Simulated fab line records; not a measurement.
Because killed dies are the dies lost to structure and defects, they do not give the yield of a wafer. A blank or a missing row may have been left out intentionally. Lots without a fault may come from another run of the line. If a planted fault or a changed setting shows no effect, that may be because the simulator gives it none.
Chamber matching | flow nand harc | NHARC_A_BONDPAD_CMP_29 on cmp-04: 4 sister chambers
The step polishes SiCN, target thk 200 nm. 4 wafers are shown with their chamber, then 9 later ones without.

== WAFERS WITH THEIR CHAMBER ==
wafer  | chamber | motor current A (A)
L082.1 | 2       | 10.8
L088.4 | 0       | 13.5
L092.2 | 1       | 12.7
L092.5 | 3       | 11.5

== WAFERS MISSING THEIR CHAMBER ==
wafer  | motor current A (A)
L094.2 | 13.2
L094.3 | 13.2
L094.5 | 12.3
L095.1 | 13.3
L095.3 | 11.9
L095.6 | 10.5
L096.2 | 12.1
L096.5 | 11.6
L096.6 | 13.9

== EACH ONE'S CHAMBER ==
wafer  | from the rows above          | in truth
L094.2 | can't be placed: 0 or 1      | 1
L094.3 | can't be placed: 0 or 1      | 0
L094.5 | can't be placed: 1 or 3      | 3
L095.1 | can't be placed: 0 or 1      | 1
L095.3 | can't be placed: 3 or 1 or 2 | 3
L095.6 | can't be placed: 2 or 3      | 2
L096.2 | can't be placed: 1 or 3 or 2 | 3
L096.5 | can't be placed: 3 or 2      | 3
L096.6 | 0                            | 0
1 of 9 placed correctly. Can't be placed from these rows: 8 (the true chamber is among the candidates in 8). 0 placed wrongly.
How it was worked out, from the rows above alone: a wafer's distance from a chamber is the root of the sum, over the readings, of the square of ((its reading less the chamber's mean) divided by the reading's scatter). If the next closest chamber is less than 2 further off than the closest, the wafer can't be placed; otherwise it belongs to the closest. A chamber's mean is the mean of its shown wafers. The scatter: root of mean squared gap, hidden wafer to nearest shown wafer, with one shown wafer a chamber.
